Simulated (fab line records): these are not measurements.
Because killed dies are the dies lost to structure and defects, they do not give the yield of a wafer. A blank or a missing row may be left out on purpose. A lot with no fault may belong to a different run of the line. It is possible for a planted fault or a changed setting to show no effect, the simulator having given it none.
Chamber matching | flow n5-finfet | cmp-02 running N5_GATE_CUT_CMP_23: 4 sister chambers
The step polishes, stops on SiO2, t overpolish 23.4 s, target thk 16 nm. 4 wafers are shown with their chamber, then 7 later ones without.

## EACH WAFER AND ITS CHAMBER
wafer  | chamber | motor-current-A (A)
L719.4 | 0       | 10.1
L723.2 | 3       | 9.5
L725.1 | 2       | 8.5
L725.3 | 1       | 9.2

## WAFERS WITHOUT THEIR CHAMBER
wafer  | motor-current-A (A)
L725.6 | 9.9
L726.2 | 8.7
L726.3 | 9.8
L726.6 | 9.4
L738.2 | 9.2
L738.4 | 8.4
L738.6 | 9.5

## EACH ONE'S CHAMBER
wafer  | from the rows above          | in truth
L725.6 | can't be placed: 0 or 3      | 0
L726.2 | can't be placed: 2 or 1      | 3
L726.3 | can't be placed: 0 or 3 or 1 | 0
L726.6 | can't be placed: 3 or 1      | 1
L738.2 | can't be placed: 1 or 3      | 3
L738.4 | 2                            | 2
L738.6 | can't be placed: 3 or 1      | 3
Correctly placed: 1 of 7. These rows do not allow placing 6 (true chamber among the candidates in 5). 0 placed wrongly.
How it was worked out, from the rows above alone: a wafer's distance from a chamber is the root of the sum, over the readings, of the square of ((its reading less the chamber's mean) divided by the reading's scatter). The wafer belongs to the nearest chamber; if the next one is less than 2 further off, it can't be placed. The mean given for a chamber averages the wafers shown for that chamber. The scatter: root of mean squared gap, hidden wafer to nearest shown wafer, with one shown wafer a chamber.
